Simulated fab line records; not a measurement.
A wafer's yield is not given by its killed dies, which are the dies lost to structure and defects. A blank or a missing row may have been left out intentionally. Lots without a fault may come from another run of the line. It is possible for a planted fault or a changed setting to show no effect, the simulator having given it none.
fab line records	flow n5-finfet
record lots=7	wafers=21
route steps=1938 shown MOL_CONTACT_COAG@517 BEOL_M0_CUTY@702
start-h: the number of hours between the record's first day and the start of the first shown wafer of the lot	wait-h: how many hours have passed since the lot's step before this one	" unchanged from the row above	L1.1+2: several wafers, shown together as one row	- value missing, or start not given	* or withheld: withheld	< > ~ a bound
route shown NAME@n: NAME is a module with steps in the file, n the number in the route of the first one	usual: mean/standard deviation of fault-free wafers	same: alike in all rows	chamber/n: place in a boat	sites: per-site readings	_std_site: standard deviation of those values	_edge_site: outer sites' mean less inner sites'	radius-mm: how far each site lies from the wafer's centre	mask NAME#n: copy n	behind: the tool/chamber that last shaped the wafer	hold: the reason the lot was held/the length of the hold in hours/how it ended	device: the transistor (n, p or np) that didn't switch	end of line: the tests these same wafers got at the end of their route	a step given without rows: its recipe and nothing more	killed: dies lost to structure and defects at the first sort, not the wafer's yield	map: a wafer's dies, x killed, . not, _ none there
set.NAME: the run value of the setting; set.NAME@STEP: its run value at that earlier step	model.NAME: the simulator's own value behind a step, which no gauge read
one table per step and one row per wafer, for lots whose settings were changed on purpose
## steps
# step N5_MOL_CONTACT_COAG_COAT_103
# recipe resist=SOC	temp-c=250	time-s=60	spin-rpm=1500	resist-thk-nm=80
lot.wafer	tool	chamber	start-h	wait-h	set.spin-rpm	model.SOC_of_MOL_CONTACT_COAG_COAT_103.thk-nm
L074.2	litho-track-03	0	91.79	0.0	1500	80.2
L074.3	"	0	"	"	1453	81.4
L074.6	"	0	"	"	1453	81
L076.1	litho-track-02	0	98.11	0.0	1500	80
L076.3	"	0	"	"	1500	80.2
L076.5	"	0	"	"	1544	79
L077.1	litho-track-03	0	106.48	0.0	1500	80
L077.3	"	0	"	"	1586	77.8
L077.5	"	0	"	"	1586	77.4
L087.3+6	litho-track-03	0	165.68	0.0	1500	80
L087.4	"	0	"	"	1500	80.2
L089.2	litho-track-05	0	176.00	0.0	1500	79.6
L089.4	"	0	"	"	1446	81.2
L089.6	"	0	"	"	1500	79.8
L090.2	litho-track-02	0	181.88	0.0	1500	79.8
L090.4	"	0	"	"	1637	76.4
L090.5	"	0	"	"	1500	79.6
L091.1	litho-track-03	0	188.31	0.0	1423	82.2
L091.2	"	0	"	"	1500	80
L091.3	"	0	"	"	1423	82
# step N5_MOL_CONTACT_COAG_COAT_104
# recipe resist=SiARC	temp-c=220	time-s=60	spin-rpm=1500	resist-thk-nm=12
# step N5_MOL_CONTACT_COAG_COAT_58
# recipe resist=underlayer	temp-c=205	time-s=60	spin-rpm=1500	resist-thk-nm=10
# step N5_MOL_CONTACT_COAG_ETCH_59
# recipe chemistry=N2/H2	target=underlayer	target-depth-a=130	mask-material=CAR-EUV	time-s=10.4	ion-energy-ev=200	pressure-mtorr=30	source-w=840	bias-w=150	n2-flow-sccm=200	h2-flow-sccm=200	ends=cleared
# step N5_MOL_CONTACT_COAG_ETCH_105
# recipe chemistry=CF4	target=SiARC	target-depth-a=156	mask-material=CAR-EUV	time-s=26	ion-energy-ev=80	pressure-mtorr=40	source-w=545	bias-w=36	Ar_flow_sccm=100	cf4-flow-sccm=100	ends=cleared
# step N5_MOL_CONTACT_COAG_ETCH_106
# recipe chemistry=N2/H2	target=SOC	target-depth-a=800	overetch-a=160	mask-material=SiARC	temp-c=40	time-s=120	ion-energy-ev=200	pressure-mtorr=30	source-w=840	bias-w=150	n2-flow-sccm=200	h2-flow-sccm=200
lot.wafer	tool	chamber	start-h	wait-h	set.spin-rpm@MOL_CONTACT_COAG_COAT_103	model.etch.depth-nm
L074.2	rie-diel-06	1	92.59	0.0	1500	80.17
L074.3	"	2	"	"	1453	81.35
L074.6	"	2	"	"	1453	80.98
L076.1	rie-diel-04	3	98.58	0.0	1500	79.95
L076.3	"	1	"	"	1500	80.28
L076.5	"	2	"	"	1544	79.01
L077.1	rie-diel-04	1	106.95	0.0	1500	80.06
L077.3	"	0	"	"	1586	77.9
L077.5	"	0	"	"	1586	77.47
L087.3	rie-diel-06	1	166.28	0.0	1500	79.99
L087.4	"	3	"	"	1500	80.18
L087.6	"	2	"	"	1500	80.02
L089.2	rie-diel-06	2	176.47	0.0	1500	79.7
L089.4	"	3	"	"	1446	81.23
L089.6	"	1	"	"	1500	79.76
L090.2	rie-diel-04	1	182.52	0.0	1500	79.76
L090.4	"	2	"	"	1637	76.33
L090.5	"	1	"	"	1500	79.64
L091.1	rie-diel-04	3	189.00	0.0	1423	82.19
L091.2	"	2	"	"	1500	79.98
L091.3	"	0	"	"	1423	82.06
# step N5_MOL_CONTACT_COAG_STRIP_107
# recipe chemistry=N2/H2	temp-c=40	n2-flow-sccm=200	h2-flow-sccm=200	rf-frequency-hz=6e+07
# step N5_MOL_CONTACT_COAG_STRIP_108
# recipe chemistry=N2/H2	temp-c=40	n2-flow-sccm=200	h2-flow-sccm=200	rf-frequency-hz=6e+07
# step N5_MOL_CONTACT_COAG_CONTACT_ETCH_14
# recipe chemistry=C4F6/O2	target=SiO2	target-depth-a=275	overetch-a=85	mask-material=SOC	pressure-mtorr=30	source-w=370	bias-w=185	Ar_flow_sccm=300	C4F6_flow_sccm=16	O2_flow_sccm=10	time-s=20	ion-energy-ev=259.6
lot.wafer	tool	chamber	start-h	wait-h	set.spin-rpm@MOL_CONTACT_COAG_COAT_103	model.SOC_of_MOL_CONTACT_COAG_COAT_103.thk-nm
L074.2	rie-diel-06	1	92.69	0.0	1500	78.6
L074.3	"	2	"	"	1453	79.8
L074.6	"	2	"	"	1453	79.4
L076.1	rie-diel-04	3	98.68	0.0	1500	78.6
L076.3	"	1	"	"	1500	78.8
L076.5	"	2	"	"	1544	77.6
L077.1	rie-diel-04	1	107.05	0.0	1500	78.6
L077.3	"	0	"	"	1586	76.4
L077.5	"	0	"	"	1586	76
L087.3	rie-diel-06	1	166.39	0.0	1500	78.6
L087.4	"	3	"	"	1500	78.8
L087.6	"	2	"	"	1500	78.4
L089.2+6	rie-diel-06	2,1	176.57	0.0	1500	78.2
L089.4	"	3	"	"	1446	79.8
L090.2	rie-diel-04	1	182.62	0.0	1500	78.4
L090.4	"	2	"	"	1637	74.8
L090.5	"	1	"	"	1500	78.2
L091.1	rie-diel-04	3	189.10	0.0	1423	80.8
L091.2	"	2	"	"	1500	78.4
L091.3	"	0	"	"	1423	80.6
# step N5_MOL_CONTACT_COAG_STRIP_109
# recipe chemistry=C4F6/O2	resist=SiARC	rf-frequency-hz=6e+07
# step N5_MOL_CONTACT_COAG_ETCH_15
# recipe chemistry=CH3F/O2	target=SiNx	target-depth-a=70	mask-material=SOC	stop-on=Si:P	over-etch-frac=0.75	ion-energy-ev=120	pressure-mtorr=30	source-w=395	bias-w=73	Ar_flow_sccm=150	CH3F_flow_sccm=30	O2_flow_sccm=20
lot.wafer	tool	chamber	start-h	wait-h	set.spin-rpm@MOL_CONTACT_COAG_COAT_103	model.SOC_of_MOL_CONTACT_COAG_COAT_103.thk-nm
L074.2	rie-diel-06	1	92.73	0.0	1500	75.4
L074.3	"	2	"	"	1453	76.4
L074.6	"	2	"	"	1453	76
L076.1	rie-diel-04	3	98.72	0.0	1500	75.2
L076.3	"	1	"	"	1500	75.6
L076.5	"	2	"	"	1544	74.2
L077.1	rie-diel-04	1	107.08	0.0	1500	75.4
L077.3	"	0	"	"	1586	73
L077.5	"	0	"	"	1586	72.4
L087.3	rie-diel-06	1	166.42	0.0	1500	75.2
L087.4	"	3	"	"	1500	75.4
L087.6	"	2	"	"	1500	75
L089.2	rie-diel-06	2	176.61	0.0	1500	74.8
L089.4	"	3	"	"	1446	76.6
L089.6	"	1	"	"	1500	75
L090.2	rie-diel-04	1	182.66	0.0	1500	75.2
L090.4	"	2	"	"	1637	71.4
L090.5	"	1	"	"	1500	75
L091.1	rie-diel-04	3	189.13	0.0	1423	77.6
L091.2	"	2	"	"	1500	75
L091.3	"	0	"	"	1423	77
# step N5_MOL_CONTACT_COAG_PECVD_31
# recipe material=SiO2	target-thk-a=460	temp-c=400	precursor=TEOS/O2	pressure-torr=6.5	rf-w=withheld	teos-flow-sccm=withheld	gas=O2	flow-sccm=2650	time-s=8.9
lot.wafer	tool	chamber	start-h	wait-h	set.temp-c	model.SiO2_of_MOL_CONTACT_COAG_PECVD_31.thk-nm
L074.2	pecvd-01	2	100.48	0.3	400	46
L074.3	"	0	"	"	382.3	49.4
L074.6	"	0	"	"	382.3	50.6
L076.1	pecvd-02	1	109.22	0.3	400	45.8
L076.3	"	0	"	"	388.2	49.2
L076.5	"	0	"	"	400	47.2
L077.1	pecvd-02	1	117.00	0.3	391.9	48
L077.3	"	2	"	"	400	44.8
L077.5	"	2	"	"	391.9	47.6
L087.3	pecvd-01	1	177.96	0.3	400	45
L087.4	"	2	"	"	400	46
L087.6	"	1	"	"	400	45.8
L089.2	pecvd-02	0	186.50	0.3	400	45.8
L089.4	"	2	"	"	400	45.2
L089.6	"	0	"	"	417	41.2
L090.2	pecvd-01	1	191.24	0.3	388.9	47.6
L090.4	"	1	"	"	400	45.6
L090.5	"	0	"	"	400	45.8
L091.1	pecvd-04	1	197.93	0.3	400	45.8
L091.2+3	"	0,2	"	"	400	45.6
# step N5_MOL_CONTACT_COAG_COAT_75
# recipe resist=SOC	temp-c=250	time-s=60	spin-rpm=1500	resist-thk-nm=60
# step N5_MOL_CONTACT_COAG_COAT_76
# recipe resist=SiARC	temp-c=220	time-s=60	spin-rpm=1500	resist-thk-nm=10
# step N5_MOL_CONTACT_COAG_ETCHBACK_135
# recipe chemistry=CHF3	target=SiO2	target-depth-a=250	time-s=16.7	ion-energy-ev=200	pressure-mtorr=30	source-w=610	bias-w=170	Ar_flow_sccm=200	CHF3_flow_sccm=50
# step N5_MOL_CONTACT_COAG_STRIP_118
# recipe chemistry=CHF3	resist=SiARC	rf-frequency-hz=6e+07
# step N5_MOL_CONTACT_COAG_VIA_ETCH_46
# recipe chemistry=C4F6/O2	target-depth-a=460	overetch-a=92	mask-material=SOC	target=SiO2	bias-w=455	pressure-mtorr=10	time-s=40	source-w=325	Ar_flow_sccm=300	C4F6_flow_sccm=10	O2_flow_sccm=10	ion-energy-ev=575.3	ends=end-point
lot.wafer	tool	chamber	start-h	wait-h	set.temp-c@MOL_CONTACT_COAG_PECVD_31	model.etch.depth-nm
L074.2	rie-diel-06	0	101.54	0.0	400	46.01
L074.3	"	2	"	"	382.3	49.43
L074.6	"	2	"	"	382.3	50.57
L076.1	rie-diel-01	0	110.29	0.0	400	45.74
L076.3	"	3	"	"	388.2	49.15
L076.5	"	1	"	"	400	47.12
L077.1	rie-diel-04	1	118.62	0.0	391.9	48.06
L077.3	"	0	"	"	400	44.87
L077.5	"	3	"	"	391.9	47.67
L087.3	rie-diel-01	2	178.91	0.0	400	45.02
L087.4	"	2	"	"	400	46.09
L087.6	"	0	"	"	400	45.78
L089.2	rie-diel-06	0	188.11	0.0	400	45.82
L089.4	"	2	"	"	400	45.21
L089.6	"	0	"	"	417	41.22
L090.2	rie-diel-01	1	192.19	0.0	388.9	47.54
L090.4	"	3	"	"	400	45.53
L090.5	"	2	"	"	400	45.73
L091.1	rie-diel-06	3	198.86	0.0	400	45.82
L091.2	"	0	"	"	400	45.57
L091.3	"	2	"	"	400	45.56
# step N5_MOL_CONTACT_COAG_ETCH_67
# recipe chemistry=N2/H2	target=SOC	target-depth-a=600	overetch-a=210	mask-material=SiARC	temp-c=40	time-s=101.2	ion-energy-ev=200	pressure-mtorr=30	source-w=840	bias-w=150	n2-flow-sccm=200	h2-flow-sccm=200
# usual rf-vpp-V=524.5/2.3
lot.wafer	tool	chamber	start-h	wait-h	set.source-w	rf-vpp-V
L074.2	rie-diel-01	2	102.80	0.0	840	520.1
L074.3	"	1	"	"	840	527.7
L074.6	"	3	"	"	840	524.0
L076.1	rie-diel-01	3	112.05	0.0	840	526.3
L076.3	"	0	"	"	840	525.4
L076.5	"	2	"	"	840	520.1
L077.1	rie-diel-01	3	120.34	0.0	840	525.4
L077.3	"	0	"	"	840	525.7
L077.5	"	0	"	"	840	526.5
L087.3	rie-diel-04	0	181.00	0.0	840	525.2
L087.4	"	2	"	"	840	527.4
L087.6	"	2	"	"	840	526.0
L089.2	rie-diel-01	1	190.54	0.0	840	526.5
L089.4	"	0	"	"	840	525.3
L089.6	"	1	"	"	840	524.9
L090.2	rie-diel-04	3	193.57	0.0	701.7	553.7
L090.4	"	0	"	"	840	525.0
L090.5	"	0	"	"	701.7	557.3
L091.1	rie-diel-06	3	200.17	0.0	929.7	506.0
L091.2	"	0	"	"	840	523.4
L091.3	"	2	"	"	840	524.4
# step N5_BEOL_M0_CUTY_COAT_51
# recipe resist=CAR-ArF-block	spin-rpm=1500	resist-thk-nm=150
lot.wafer	tool	chamber	start-h	wait-h	set.spin-rpm	model.CAR-ArF-block_of_BEOL_M0_CUTY_COAT_51.thk-nm
L074.2+3	litho-track-05	0	-	-	1438	153.4
L074.6	"	0	"	"	1438	152.6
L076.1	litho-track-01	0	-	-	1500	150.8
L076.3	"	0	"	"	1363	158.2
L076.5	"	0	"	"	1363	158
L077.1	litho-track-02	0	-	-	1500	150.4
L077.3+5	"	0	"	"	1500	150.2
L087.3	litho-track-02	0	-	-	1500	149.4
L087.4	"	0	"	"	1500	149.8
L087.6	"	0	"	"	1500	150.2
L089.2	litho-track-01	0	-	-	1367	158
L089.4	"	0	"	"	1500	150.4
L089.6	"	0	"	"	1367	158.2
L090.2	litho-track-02	0	-	-	1500	150.2
L090.4	"	0	"	"	1500	150
L090.5	"	0	"	"	1500	150.4
L091.1	litho-track-01	0	-	-	1500	149.6
L091.2	"	0	"	"	1500	150.2
L091.3	"	0	"	"	1500	150
# step N5_BEOL_M0_CUTY_EXPOSE_54
# recipe mask-id=M0_ABLK	na=1.35	source-shape=conventional	sigma-outer=0.8	polarization=unpolarized	dose-mj=36
lot.wafer	tool	chamber	start-h	wait-h	mask	set.dose-mj
L074.2	arfi-scanner-03	0	115.38	-	M0_ABLK#0	37.65
L074.3+6	"	0	"	"	M0_ABLK#0	36
L076.1+3	arfi-scanner-01	0	122.88	-	M0_ABLK#0	34.79
L076.5	"	0	"	"	M0_ABLK#0	36
L077.1+3+5	arfi-scanner-03	0	132.51	-	M0_ABLK#0	36
L087.3+4+6	arfi-scanner-01	0	195.41	-	M0_ABLK#0	36
L089.2+6	arfi-scanner-02	0	201.64	-	M0_ABLK#0	36
L089.4	"	0	"	"	M0_ABLK#0	33.37
L090.2	arfi-scanner-01	0	204.59	-	M0_ABLK#0	36
L090.4+5	"	0	"	"	M0_ABLK#0	37.16
L091.1+2	arfi-scanner-02	0	212.04	-	M0_ABLK#0	34.03
L091.3	"	0	"	"	M0_ABLK#0	36
# step N5_BEOL_M0_CUTY_PEB_55
# recipe peb-temp-c=110	peb-time-s=60	resist=CAR-ArF-block
# step N5_BEOL_M0_CUTY_DEVELOP_56
# recipe develop-time-s=30	developer=TMAH	resist=CAR-ArF-block	rinse-liquid=diw	dry=air-spin	dev-temp-c=23
lot.wafer	tool	chamber	start-h	wait-h	set.spin-rpm@BEOL_M0_CUTY_COAT_51	model.CAR-ArF-block_of_BEOL_M0_CUTY_COAT_51.thk-nm
L074.2	litho-track-05	0	-	-	1438	151.8
L074.3	"	0	"	"	1438	151.6
L074.6	"	0	"	"	1438	150.8
L076.1	litho-track-02	0	-	-	1500	149.2
L076.3+5	"	0	"	"	1363	156.4
L077.1	litho-track-05	0	-	-	1500	148.8
L077.3	"	0	"	"	1500	148.6
L077.5	"	0	"	"	1500	148.4
L087.3	litho-track-01	0	-	-	1500	147.6
L087.4	"	0	"	"	1500	148.2
L087.6	"	0	"	"	1500	148.4
L089.2+6	litho-track-01	0	-	-	1367	156.4
L089.4	"	0	"	"	1500	148.8
L090.2	litho-track-02	0	-	-	1500	148.6
L090.4	"	0	"	"	1500	148.4
L090.5	"	0	"	"	1500	148.8
L091.1	litho-track-01	0	-	-	1500	148
L091.2+3	"	0	"	"	1500	148.4
# step N5_BEOL_M0_CUTY_CD_MEAS_57
# recipe target-cd-nm=200	landing-energy-ev=500	detector=se-inlens	polarity=line
# usual cd-nm=199.6/0.98
lot.wafer	tool	chamber	start-h	wait-h	set.dose-mj@BEOL_M0_CUTY_EXPOSE_54	cd-nm
L074.2	cd-sem-02	0	115.50	-	37.65	198.3
L074.3	"	0	"	"	36	201.7
L074.6	"	0	"	"	36	200.7
L076.1	cd-sem-02	0	123.01	-	34.79	201.7
L076.3	"	0	"	"	34.79	201.9
L076.5	"	0	"	"	36	200.5
L077.1	cd-sem-01	0	132.64	-	36	200.7
L077.3	"	0	"	"	36	200.7
L077.5	"	0	"	"	36	201.5
L087.3	cd-sem-02	0	195.52	-	36	199.8
L087.4	"	0	"	"	36	199.0
L087.6	"	0	"	"	36	198.8
L089.2	cd-sem-03	0	201.76	-	36	199.8
L089.4	"	0	"	"	33.37	204.9
L089.6	"	0	"	"	36	199.2
L090.2	cd-sem-01	0	204.71	-	36	199.0
L090.4	"	0	"	"	37.16	197.3
L090.5	"	0	"	"	37.16	198.7
L091.1	cd-sem-03	0	212.16	-	34.03	202.3
L091.2	"	0	"	"	34.03	202.8
L091.3	"	0	"	"	36	199.4
# step N5_BEOL_M0_CUTY_DESCUM_61
# recipe chemistry=O2	time-s=7.9	source-power-w=50	bias-power-w=20	pressure-mtorr=20	rf-frequency-hz=2.712e+07	temp-c=40	resist=CAR-ArF-block	o2-flow-sccm=225
lot.wafer	tool	chamber	start-h	wait-h	set.time-s	set.spin-rpm@BEOL_M0_CUTY_COAT_51	model.CAR-ArF-block_of_BEOL_M0_CUTY_COAT_51.thk-nm
L074.2	rie-diel-01	3	115.58	0.0	7.9	1438	147
L074.3	"	2	"	"	7.9	1438	146.8
L074.6	"	2	"	"	7.9	1438	146
L076.1	rie-diel-01	0	123.10	0.0	6.619	1500	145
L076.3+5	"	2,1	"	"	6.619	1363	152.4
L077.1	rie-diel-04	1	132.91	0.2	9.636	1500	143
L077.3+5	"	2,0	"	"	7.9	1500	143.6
L087.3	rie-diel-04	3	195.61	0.0	7.9	1500	142.8
L087.4	"	1	"	"	7.9	1500	143.4
L087.6	"	0	"	"	7.9	1500	143.6
L089.2	rie-diel-04	1	201.85	0.0	7.9	1367	151.6
L089.4	"	2	"	"	7.9	1500	143.8
L089.6	"	1	"	"	7.9	1367	151.8
L090.2+5	rie-diel-06	0,2	204.80	0.0	7.9	1500	143.8
L090.4	"	3	"	"	7.9	1500	143.4
L091.1	rie-diel-04	2	212.31	0.1	7.9	1500	143
L091.2+3	"	3,0	"	"	7.9	1500	143.6
# step N5_BEOL_M0_CUTY_ETCH_62
# recipe chemistry=CF4	target=SiARC	mask-material=CAR-ArF-block	time-s=58.5	ion-energy-ev=80	pressure-mtorr=40	source-w=545	bias-w=36	Ar_flow_sccm=100	cf4-flow-sccm=100	ends=cleared
lot.wafer	tool	chamber	start-h	wait-h	set.spin-rpm@BEOL_M0_CUTY_COAT_51	set.dose-mj@BEOL_M0_CUTY_EXPOSE_54	model.CAR-ArF-block_of_BEOL_M0_CUTY_COAT_51.thk-nm	model.BEOL_M0_CUTY.cd-offset-nm
L074.2	rie-diel-01	3	115.62	0.0	1438	37.65	122	-1.4
L074.3	"	2	"	"	1438	36	121.8	1.2
L074.6	"	2	"	"	1438	36	121	0.6
L076.1	rie-diel-01	0	123.13	0.0	1500	34.79	120	1.4
L076.3	"	2	"	"	1363	34.79	127.4	1.8
L076.5	"	1	"	"	1363	36	127.2	0.8
L077.1	rie-diel-04	1	132.94	0.0	1500	36	117.8	0.4
L077.3	"	2	"	"	1500	36	118.6	0.8
L077.5	"	0	"	"	1500	36	118.6	1.4
L087.3	rie-diel-04	3	195.64	0.0	1500	36	117.8	0
L087.4	"	1	"	"	1500	36	118.2	-0.8
L087.6	"	0	"	"	1500	36	118.6	-1.2
L089.2	rie-diel-04	1	201.88	0.0	1367	36	126.6	-0.4
L089.4	"	2	"	"	1500	33.37	118.8	4.6
L089.6	"	1	"	"	1367	36	126.6	-0.6
L090.2	rie-diel-06	0	204.83	0.0	1500	36	118.8	-1
L090.4	"	3	"	"	1500	37.16	118.4	-2.4
L090.5	"	2	"	"	1500	37.16	118.8	-1.6
L091.1	rie-diel-04	2	212.35	0.0	1500	34.03	118	2.6
L091.2	"	3	"	"	1500	34.03	118.6	2.8
L091.3	"	0	"	"	1500	36	118.4	-0.6
## key
split step=N5_MOL_CONTACT_COAG_COAT_103	setting=spin-rpm	stated=1500	by=wafer
response step=N5_MOL_CONTACT_COAG_COAT_103	reading=model.SOC_of_MOL_CONTACT_COAG_COAT_103.thk-nm	change=-0.382	per=1%	r=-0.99
response step=N5_MOL_CONTACT_COAG_ETCH_106	reading=model.etch.depth-nm	change=-0.386	per=1%	r=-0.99
response step=N5_MOL_CONTACT_COAG_CONTACT_ETCH_14	reading=model.SOC_of_MOL_CONTACT_COAG_COAT_103.thk-nm	change=-0.4	per=1%	r=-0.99
response step=N5_MOL_CONTACT_COAG_ETCH_15	reading=model.SOC_of_MOL_CONTACT_COAG_COAT_103.thk-nm	change=-0.421	per=1%	r=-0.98
split step=N5_MOL_CONTACT_COAG_PECVD_31	setting=temp-c	stated=400	by=wafer
response step=N5_MOL_CONTACT_COAG_PECVD_31	reading=model.SiO2_of_MOL_CONTACT_COAG_PECVD_31.thk-nm	change=-0.951	per=1%	r=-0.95
response step=N5_MOL_CONTACT_COAG_VIA_ETCH_46	reading=model.etch.depth-nm	change=-0.95	per=1%	r=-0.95
split step=N5_MOL_CONTACT_COAG_ETCH_67	setting=source-w	stated=840	by=wafer
response step=N5_MOL_CONTACT_COAG_ETCH_67	reading=rf-vpp-V	change=-1.8	per=1%	r=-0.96
split step=N5_BEOL_M0_CUTY_COAT_51	setting=spin-rpm	stated=1500	by=wafer
response step=N5_BEOL_M0_CUTY_COAT_51	reading=model.CAR-ArF-block_of_BEOL_M0_CUTY_COAT_51.thk-nm	change=-0.833	per=1%	r=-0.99
response step=N5_BEOL_M0_CUTY_DEVELOP_56	reading=model.CAR-ArF-block_of_BEOL_M0_CUTY_COAT_51.thk-nm	change=-0.822	per=1%	r=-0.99
response step=N5_BEOL_M0_CUTY_DESCUM_61	reading=model.CAR-ArF-block_of_BEOL_M0_CUTY_COAT_51.thk-nm	change=-0.849	per=1%	r=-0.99
response step=N5_BEOL_M0_CUTY_ETCH_62	reading=model.CAR-ArF-block_of_BEOL_M0_CUTY_COAT_51.thk-nm	change=-0.838	per=1%	r=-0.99
split step=N5_BEOL_M0_CUTY_EXPOSE_54	setting=dose-mj	stated=36	by=wafer
response step=N5_BEOL_M0_CUTY_CD_MEAS_57	reading=cd-nm	change=-0.62	per=1%	r=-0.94
response step=N5_BEOL_M0_CUTY_ETCH_62	reading=model.BEOL_M0_CUTY.cd-offset-nm	change=-0.57	per=1%	r=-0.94
split step=N5_BEOL_M0_CUTY_DESCUM_61	setting=time-s	stated=7.9	by=wafer
response none clear
